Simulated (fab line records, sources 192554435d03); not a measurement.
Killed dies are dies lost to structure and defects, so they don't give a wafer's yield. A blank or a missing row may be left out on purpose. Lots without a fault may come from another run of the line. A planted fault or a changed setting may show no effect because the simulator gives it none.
A struck lot beside a sound one | flow n5_finfet | 15 steps out of a route of 1938
Sound: wafers L921.1, L921.2, L921.3. Struck: wafers L929.1, L929.4, L929.6. The cause comes at the end.
At each step with rows: each side's tool, then ch and its chambers, then its first start. Under that, the readings that differ: sound wafers | struck wafers | difference of the means | sigmas: that difference in standard deviations of wafers without a fault.
alike: readings whose means differ by less than 2 such deviations, and words and numbers that are the same on both sides. not compared: withheld readings, readings that some wafer has no value for, bounds like >300 that may hide the same value, and numbers for which the record gives no deviation and whose values overlap.
The two part at a step that has a row with sigmas, a row that says differs or no value, or rows on one side only. Numbers that don't overlap but have no deviation are shown without sigmas and don't part them. A reading that every wafer of one side lacks parts them only if that side has two wafers or more.

N5_BEOL_M7_INSPECT_30: inspects for defects (brightfield).
  sound on defect_inspect-01, day 10 14:37; struck on defect_inspect-02, day 12 13:50
  alike: raw_defect_count
N5_BEOL_M7_DESCUM_33: chemistry O2, time 7 s.
  sound on rie_diel-04 ch 0,2,3, day 10 14:44; struck on rie_diel-04 ch 0,2,3, day 12 13:52
  alike: drypump_motor_current_A, oes_product_au, rf_vpp_V, showerhead_plenum_p_Torr, throttle_valve_pct
  not compared: rf_hours_counter_h
then, 1 step without rows for these wafers: N5_BEOL_M7_ETCH_72 (etches underlayer in N2/H2, target depth 6.5 nm, time 5.2 s).
N5_BEOL_M7_ETCH_65: etches SiARC in CF4, target depth 15.6 nm, time 26 s.
  sound on rie_diel-04 ch 0,2,3, day 10 14:47; struck on rie_diel-04 ch 0,2,3, day 12 13:55
  alike: drypump_motor_current_A, etch_rf_on_time_s, oes_product_au, rf_vpp_V, showerhead_plenum_p_Torr, throttle_valve_pct
  not compared: rf_hours_counter_h
N5_BEOL_M7_ETCH_66: etches SOC in N2/H2, target depth 80 nm, overetch 16 nm, time 120 s.
  sound on rie_diel-04 ch 0,2,3, day 10 14:49; struck on rie_diel-04 ch 0,2,3, day 12 13:57
  alike: drypump_motor_current_A, oes_product_au, rf_vpp_V, showerhead_plenum_p_Torr, throttle_valve_pct
  not compared: rf_hours_counter_h
then, 2 steps without rows for these wafers: N5_BEOL_M7_STRIP_69 (strips in N2/H2); N5_BEOL_M7_STRIP_73 (strips in N2/H2).
N5_BEOL_M7_VIA_ETCH_34: etches SiCOH lowk in C4F6/O2, target depth 125.5 nm, time 50.5 s.
  sound on rie_diel-04 ch 0,2,3, day 10 14:55; struck on rie_diel-04 ch 0,2,3, day 12 14:03
  alike: drypump_motor_current_A, oes_product_au, rf_vpp_V, showerhead_plenum_p_Torr, throttle_valve_pct
  not compared: rf_hours_counter_h
then, 3 steps without rows for these wafers: N5_BEOL_M7_STRIP_76 (strips in C4F6/O2); N5_BEOL_M7_STRIP_36 (strips in N2/H2); N5_BEOL_M7_TRENCH_ETCH_37 (etches SiCOH lowk in C4F6/O2, target depth 93.478 nm, time 31.2 s).
N5_BEOL_M7_ETCH_41: etches SiCN in CH3F/O2, target depth 31.9 nm, time 57.8 s.
  sound on rie_diel-04 ch 0,2,3; struck on rie_diel-04 ch 0,2,3
  alike: drypump_motor_current_A, oes_product_au, rf_vpp_V, showerhead_plenum_p_Torr, throttle_valve_pct
  not compared: rf_hours_counter_h
N5_BEOL_M7_STRIP_80: strips in N2/H2, time 10 s.
  sound on rie_diel-04 ch 0,2,3, day 10 15:05; struck on rie_diel-04 ch 0,2,3, day 12 14:13
  no value came back on the struck wafers for any of 8 readings (bias_power_w (W), chamber_pressure_mTorr (mTorr) and others); on the sound wafers bias_power_w (W) reads 6.984 6.966 6.998
N5_BEOL_M7_OCD_MEAS_38:
  sound on ocd-01, day 10 15:10; struck on ocd-01, day 12 14:18
  alike: trench_depth_nm
-- the record jumps here: 3 days lie between the struck wafers' starts before and after (it left off in module BEOL_M7 and takes up again in module PASSIVATION, whose first step shown is number 1936 of the route) --
N5_PASSIVATION_PROBE_49:
  the record has rows for the struck wafers here (prober-01, day 15 20:23) and none for the sound ones

WHERE THEY PART
First at N5_BEOL_M7_STRIP_80; last, within this record, at N5_PASSIVATION_PROBE_49.

WHY: what the simulator had put in
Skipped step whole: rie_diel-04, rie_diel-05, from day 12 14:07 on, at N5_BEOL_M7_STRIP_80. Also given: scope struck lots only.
